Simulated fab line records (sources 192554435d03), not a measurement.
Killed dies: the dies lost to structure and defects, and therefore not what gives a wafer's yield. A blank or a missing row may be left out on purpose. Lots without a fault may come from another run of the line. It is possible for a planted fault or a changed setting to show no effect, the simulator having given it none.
Which of the tools did it?    flow n5-finfet    7 lots with 21 wafers sampled at 6 steps, on a route of 1938 steps

== WHAT THE GAUGES READ, wafer by wafer ==
N5_MOL_CONTACT_COAG_CD_MEAS_101: target cd 16 nm.
lot   measured      on         cd-nm (nm)
L258  day 6 05:53   cd-sem-03  16.3 16.3 16.0
L267  day 8 19:50   cd-sem-01  - - -
L268  day 8 20:10   cd-sem-02  - - -
L271  day 9 12:31   cd-sem-01  15.7 15.5 15.8
L272  day 9 15:56   cd-sem-02  16.7 17.1 16.5
L275  day 10 15:34  cd-sem-03  15.2 15.9 16.0
L276  day 10 17:40  cd-sem-03  15.5 16.3 15.0

== EACH LOT AND THE TOOL THAT RAN IT (in order: tool; ch and the chambers of the sampled wafers; start) ==
lot   N5_MOL_CONTACT_COAG_ETCHBACK_135    N5_MOL_CONTACT_COAG_STRIP_119         N5_MOL_CONTACT_COAG_ETCHBACK_134    N5_MOL_CONTACT_COAG_VIA_ETCH_117    N5_MOL_CONTACT_COAG_ETCH_124
L258  rie-diel-03 ch 1,2, day 6 03:49     plasma-asher-01 ch 0,1, day 6 04:02   rie-diel-01 ch 0,1,3, day 6 05:22   rie-diel-01 ch 0,1,3, day 6 05:32   rie-diel-01 ch 0,1,3, day 6 05:34
L267  rie-diel-03 ch 1,3, day 8 17:49     plasma-asher-02 ch 0,1, day 8 18:02   rie-diel-01 ch 0,2,3, day 8 19:19   rie-diel-01 ch 0,2,3, day 8 19:28   rie-diel-01 ch 0,2,3, day 8 19:30
L268  rie-diel-01 ch 0,1,3, day 8 18:04   plasma-asher-01 ch 0,1, day 8 18:17   rie-diel-01 ch 1,2,3, day 8 19:40   rie-diel-01 ch 1,2,3, day 8 19:49   rie-diel-01 ch 1,2,3, day 8 19:50
L271  rie-diel-01 ch 1,3, day 9 09:53     plasma-asher-01 ch 0,1, day 9 10:07   rie-diel-01 ch 0,2, day 9 12:00     rie-diel-01 ch 0,2, day 9 12:10     rie-diel-01 ch 0,2, day 9 12:11
L272  rie-diel-05 ch 1,2,3, day 9 14:02   plasma-asher-02 ch 0, day 9 14:16     rie-diel-01 ch 1,3, day 9 15:26     rie-diel-01 ch 1,3, day 9 15:35     rie-diel-01 ch 1,3, day 9 15:37
L275  rie-diel-05 ch 1,2, day 10 13:45    plasma-asher-02 ch 0,1, day 10 14:04  rie-diel-01 ch 0,2,3, day 10 15:04  rie-diel-01 ch 0,2,3, day 10 15:13  rie-diel-01 ch 0,2,3, day 10 15:15
L276  rie-diel-03 ch 0,1,3, day 10 16:01  plasma-asher-02 ch 0,1, day 10 16:14  rie-diel-01 ch 0,2,3, day 10 17:09  rie-diel-01 ch 0,2,3, day 10 17:19  rie-diel-01 ch 0,2,3, day 10 17:20
- N5_MOL_CONTACT_COAG_ETCHBACK_135: etches SiO2 in CHF3, target depth 25 nm, time 16.7 s.
- N5_MOL_CONTACT_COAG_STRIP_119: strips in N2/H2, time 30 s.
- N5_MOL_CONTACT_COAG_ETCHBACK_134: etches SiO2 in CHF3, target depth 10 nm, time 6.7 s.
- N5_MOL_CONTACT_COAG_VIA_ETCH_117: etches SiO2 in C4F6/O2, target depth 40 nm, overetch 8 nm, time 26 s.
- N5_MOL_CONTACT_COAG_ETCH_124: etches SiNx in CH3F/O2, stops on SiOC, target depth 6.5 nm.

== THE ANSWER, worked out from the rows above alone ==
Rule: usual is defined by the lots themselves. The widest of any qualifying gaps counts: lots, ordered by their means at a reading, are off when they make up no more than a third of the lots, leave a main group of 4 or more, and stand apart from it by 3 or more times the standard deviation of that group's means. If all means in a main group match to the digits the tables above print for the reading, that group is not used. Also off: a lot with no number at a reading for which 4 or more lots have one. Any other lot the step has rows for is counted as sound.
Off: L267, L268 (N5_MOL_CONTACT_COAG_CD_MEAS_101, cd-nm). Without a number there: L267, L268. Mean 16.0 nm and standard deviation 0.44 in the main group.
A tool fits if, at a process step before that reading, it ran every lot that is off, and no sound lot after the first of them. Gauges at N5_MOL_CONTACT_COAG_CD_MEAS_101: tried the same way as those tools. Of those tried, none fits.

== WHAT THE SIMULATOR HAD INSERTED ==
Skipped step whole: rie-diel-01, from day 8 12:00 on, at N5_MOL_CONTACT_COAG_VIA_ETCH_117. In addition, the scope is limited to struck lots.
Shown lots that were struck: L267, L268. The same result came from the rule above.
